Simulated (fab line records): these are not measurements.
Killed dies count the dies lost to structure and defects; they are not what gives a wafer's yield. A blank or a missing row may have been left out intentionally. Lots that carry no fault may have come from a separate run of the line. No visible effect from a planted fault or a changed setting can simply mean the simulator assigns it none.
Which tool is to blame? -- flow n5 finfet -- 24 wafers from 8 lots sampled at 9 of the route's 1938 steps

## WHAT EACH GAUGE READ, for each wafer
N5_DUMMY_GATE_CD_MEAS_24: the cd target is 15 nm. Usual: cd nm reads 15.1 nm (standard deviation 0.41).
lot,measured,on,cd nm (nm),flag
L129,day 2 22:49,cd sem-02,14.7 14.7 15.1,
L130,day 3 06:18,cd sem-03,15.3 14.9 15.3,
L133,day 4 01:06,cd sem-01,13.8 15.2 13.8,
L134,day 4 05:13,cd sem-03,14.9 15.8 15.1,
L144,day 6 18:20,cd sem-02,14.7 15.1 15.1,
L148,day 7 16:17,cd sem-01,14.4 14.3 15.2,
L149,day 8 03:31,cd sem-03,14.7 15.0 14.9,
L151,day 8 11:04,cd sem-02,14.8 14.8 14.5,

N5_SPACER0_INSPECT_04: inspects for defects (darkfield). Usual: raw defect count reads 136 (standard deviation 26).
lot,measured,on,raw defect count,flag
L129,day 2 23:43,defect inspect-02,113 115 94,
L130,day 3 07:11,defect inspect-01,155 131 132,
L133,day 4 02:05,defect inspect-02,112 155 185,
L134,day 4 06:23,defect inspect-01,120 140 138,
L144,day 6 19:17,defect inspect-02,107 88 351,
L148,day 7 17:11,defect inspect-01,128 150 118,
L149,day 8 04:26,defect inspect-02,93 129 159,
L151,day 8 13:15,defect inspect-02,133 214 158,

N5_SD_EPI_N_OVL_MEAS_10. Usual: SD_N_BLK_OVL 0.0 nm, standard deviation 0.81.
lot,measured,on,SD_N_BLK_OVL (nm),flag
L129,day 3 00:08,overlay-02,0.0 -0.4 0.3,
L130,day 3 07:37,overlay-01,-0.5 -2.4 -0.4,
L133,day 4 02:31,overlay-01,0.8 -0.2 -0.3,
L134,day 4 06:49,overlay-02,-0.7 -0.5 -0.8,
L144,day 6 19:43,overlay-01,0.0 0.1 0.2,
L148,day 7 17:29,overlay-01,-0.2 -0.6 -0.6,
L149,day 8 04:45,overlay-01,0.1 1.4 0.1,
L151,day 8 13:34,overlay-01,0.8 -0.5 -0.5,

N5_SD_EPI_N_INSPECT_11: inspects for defects (macro). Usual: raw defect count reads 2.0 (standard deviation 1.5).
lot,measured,on,raw defect count,flag
L129,day 3 00:10,defect inspect-01,4 4 1,
L130,day 3 07:38,defect inspect-01,0 3 1,
L133,day 4 02:33,defect inspect-01,2 3 2,
L134,day 4 06:50,defect inspect-01,2 1 0,
L144,day 6 19:44,defect inspect-01,1 0 254,OFF
L148,day 7 17:31,defect inspect-02,0 4 0,
L149,day 8 04:46,defect inspect-01,1 1 3,
L151,day 8 13:35,defect inspect-01,1 2 3,

N5_SD_EPI_N_INSPECT_26: inspects for defects (darkfield). Usual: raw defect count reads 212 (standard deviation 45).
lot,measured,on,raw defect count,flag
L129,day 3 05:16,defect inspect-02,154 161 142,
L130,day 3 11:41,defect inspect-01,238 160 193,
L133,day 4 06:37,defect inspect-01,168 223 224,
L134,day 4 11:51,defect inspect-01,206 183 218,
L144,day 7 01:26,defect inspect-02,214 187 436,
L148,day 7 21:29,defect inspect-01,193 222 216,
L149,day 8 08:54,defect inspect-01,128 184 172,
L151,day 8 17:34,defect inspect-02,208 353 247,

N5_SD_EPI_P_INSPECT_11: inspects for defects (macro). Usual: raw defect count reads 2.0 (standard deviation 1.4).
lot,measured,on,raw defect count,flag
L129,day 3 05:43,defect inspect-01,2 1 7,
L130,day 3 12:01,defect inspect-01,4 1 1,
L133,day 4 07:04,defect inspect-02,3 3 0,
L134,day 4 12:10,defect inspect-02,1 5 3,
L144,day 7 01:54,defect inspect-02,1 1 245,OFF
L148,day 7 21:57,defect inspect-01,5 2 3,
L149,day 8 09:14,defect inspect-02,4 1 2,
L151,day 8 18:01,defect inspect-02,3 3 1,

N5_BEOL_M4_RC_MEAS_101. Usual: DIBL_N 36.3 mV/V, standard deviation 1.7; DIBL_P 36.5 mV/V, standard deviation 2.1; IOFF_N 0.16 nA/um, standard deviation 0.03; IOFF_P 0.22 nA/um, standard deviation 0.035; ION_N 675 uA/um, standard deviation 11; ION_P 465 uA/um, standard deviation 7.1; SS_N 71.5 mV/dec, standard deviation 0.62; SS_P 73.3 mV/dec, standard deviation 0.64; VT_N 250 mV, standard deviation 3.1; VT_P -249.1 mV, standard deviation 3.
lot,measured,on,DIBL_N (mV/V),DIBL_P (mV/V),IOFF_N (nA/um),IOFF_P (nA/um),ION_N (uA/um),ION_P (uA/um),SS_N (mV/dec),SS_P (mV/dec),VT_N (mV),VT_P (mV),flag
L129,day 8 02:34,prober-01,37.8 37.7 35.5,38.9 38.4 36.7,0.19 0.19 0.15,0.26 0.27 0.23,682 686 675,470 473 469,72.1 72.0 71.0,73.8 73.4 72.5,246 248 252,-245.8 -246.1 -248.8,
L130,day 7 21:03,prober-01,35.2 37.2 34.7,35.6 38.1 35.4,0.15 0.18 0.14,0.23 0.28 0.23,683 671 673,472 469 473,71.4 71.3 70.8,72.4 73.8 72.9,249 246 252,-244.8 -244.1 -244.3,
L133,day 8 22:09,prober-01,39.5 37.1 38.1,41.8 38.5 40.9,0.24 0.20 0.21,0.32 0.26 0.29,675 680 696,469 472 476,72.6 72.6 72.8,74.9 73.7 74.0,248 246 245,-246.1 -246.7 -245.6,
L134,day 9 03:23,prober-01,36.4 33.1 37.8,36.4 32.5 39.1,0.16 0.11 0.21,0.19 0.16 0.25,669 671 688,456 460 472,71.9 71.3 72.2,73.9 72.4 74.0,251 254 243,-253.5 -256.4 -246.4,
L144,day 13 19:34,prober-02,39.1 36.4 37.4,37.8 35.2 36.1,0.19 0.15 0.16,0.24 0.20 0.23,671 664 668,470 460 465,72.9 71.8 71.3,73.6 73.2 73.7,247 252 250,-247.0 -249.7 -246.5,
L148,day 13 15:39,prober-02,37.7 37.1 35.4,38.0 36.4 35.3,0.17 0.16 0.13,0.21 0.19 0.18,679 667 665,457 447 458,72.3 72.0 71.1,73.4 72.9 73.0,250 253 252,-251.3 -255.7 -252.1,
L149,day 13 20:59,prober-01,38.4 36.6 37.4,36.9 34.3 36.5,0.19 0.15 0.18,0.25 0.21 0.24,681 674 694,468 468 474,72.3 71.7 71.3,73.4 73.4 73.3,246 248 246,-245.4 -246.7 -247.4,
L151,day 14 00:14,prober-02,36.3 38.9 38.1,37.6 40.8 39.7,0.16 0.22 0.20,0.22 0.28 0.26,682 684 709,468 473 484,71.6 72.1 71.6,73.7 74.7 74.1,251 246 245,-250.8 -246.8 -246.6,

## WHICH TOOL RAN EACH LOT (tool, then ch and the chambers of the sampled wafers, then the start)
lot,N5_DUMMY_GATE_ETCH_23,N5_DUMMY_GATE_STRIP_48
L129,"rie si-05 ch 0,1,2, day 2 22:39","rie diel-02 ch 0,2,3, day 2 22:55"
L130,"rie si-04 ch 0,1, day 3 06:08","rie diel-02 ch 1,2, day 3 06:24"
L133,"rie si-05 ch 0,1,2, day 4 00:56","rie diel-02 ch 0,1, day 4 01:18"
L134,"rie si-01 ch 0,1,2, day 4 05:03","rie diel-04 ch 1,2,3, day 4 05:19"
L144,"rie si-05 ch 0,1,2, day 6 18:10","rie diel-02 ch 0,1,2, day 6 18:26"
L148,"rie si-01 ch 0,3, day 7 16:07","rie diel-02 ch 0,2,3, day 7 16:23"
L149,"rie si-01 ch 1,3, day 8 03:22","rie diel-02 ch 0,2, day 8 03:39"
L151,"rie si-01 ch 1,2, day 8 10:54","rie diel-03 ch 2,3, day 8 11:10"
- N5_DUMMY_GATE_ETCH_23: etches poly-Si in HBr/Cl2/O2, target depth 41 nm, time 22.3 s.
- N5_DUMMY_GATE_STRIP_48: strips in N2/H2, time 20 s.

## WHAT THE TOOLS THEMSELVES READ (means of the sampled wafers that have a number; where no wafer has one, the mark that the record gives instead)
N5_DUMMY_GATE_ETCH_23. Usual: drypump motor current A 5.7 A, standard deviation 0.47; mfc cl2 sccm 80.01 sccm, standard deviation 0.25; oes product au 0.995 a.u., standard deviation 0.022; throttle valve pct 37.19 %, standard deviation 0.24.
lot,tool,drypump motor current A (A),mfc cl2 sccm (sccm),oes product au (a.u.),throttle valve pct (%),flag
L129,rie si-05,5.6,80.02,0.977,37.11,
L130,rie si-04,6.1,80.10,0.989,37.11,
L133,rie si-05,5.6,80.06,0.985,37.12,
L134,rie si-01,5.9,79.91,0.996,37.19,
L144,rie si-05,5.6,79.75,0.971,37.11,
L148,rie si-01,5.8,79.74,0.993,37.12,
L149,rie si-01,6.1,80.11,0.992,37.02,
L151,rie si-01,6.0,79.89,0.993,37.07,

N5_DUMMY_GATE_STRIP_48. Usual: bias power w 3.000 W, standard deviation 0.0098; drypump motor current A 5.9 A, standard deviation 0.4; h2 flow sccm 299.8 sccm, standard deviation 0.9; oes product au 0.77 a.u., standard deviation 0.088; rf vpp V 45.3 V, standard deviation 0.9; showerhead plenum p Torr 3.37 Torr, standard deviation 0.09; temp c 40.03 C, standard deviation 0.11; throttle valve pct 12.23 %, standard deviation 0.26.
lot,tool,bias power w (W),drypump motor current A (A),h2 flow sccm (sccm),oes product au (a.u.),rf vpp V (V),showerhead plenum p Torr (Torr),temp c (C),throttle valve pct (%),flag
L129,rie diel-02,3.001,6.0,300.7,0.71,45.1,3.33,40.04,12.33,
L130,rie diel-02,2.999,6.4,299.5,0.73,45.4,3.40,40.03,12.14,
L133,rie diel-02,2.993,6.4,299.4,0.75,45.2,3.37,40.05,12.08,
L134,rie diel-04,3.005,5.8,300.7,0.83,45.2,3.32,40.15,12.07,
L144,rie diel-02,3.002,6.3,299.4,0.78,44.3,3.38,40.02,12.05,
L148,rie diel-02,2.990,6.1,299.7,0.84,46.4,3.45,40.02,11.98,
L149,rie diel-02,2.999,6.4,300.6,0.77,44.7,3.38,40.04,12.12,
L151,rie diel-03,2.996,5.7,299.9,0.68,44.7,3.42,39.94,12.60,

## THE ANSWER, worked out from the rows above alone
Rule: take the mean of a lot's wafers that have a number; if it is more than 3 standard deviations from the usual mean, the lot is off. A lot without any number at a reading at which 4 lots or more have one is off too. All remaining lots with rows at the step are treated as sound. After the gauges, taken in route order, come the tools' own readings; for these a lot's mean is taken, as printed above. The first step at which some lot is off is used, and at that step the reading that is off furthest; a lot without a number counts as furthest.
Off: L144 (N5_SD_EPI_N_INSPECT_11, raw defect count).
If a tool, at a process step before that reading, ran all the lots that are off and no sound lot after the first of them, it fits. Not tried: the gauges at N5_SD_EPI_N_INSPECT_11; whatever is off there is also off at N5_SD_EPI_P_INSPECT_11, on other tools, and gauge error can't account for it. One fits: N5_DUMMY_GATE_ETCH_23 on rie si-05. Its last sound lot is L133 (day 4 00:56), its first lot that is off L144 (day 6 18:10): a fault that began between those two fits.

## WHAT THE SIMULATOR HAD INSERTED
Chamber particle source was rie si-05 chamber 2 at N5_DUMMY_GATE_ETCH_23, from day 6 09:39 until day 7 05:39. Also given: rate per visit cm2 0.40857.
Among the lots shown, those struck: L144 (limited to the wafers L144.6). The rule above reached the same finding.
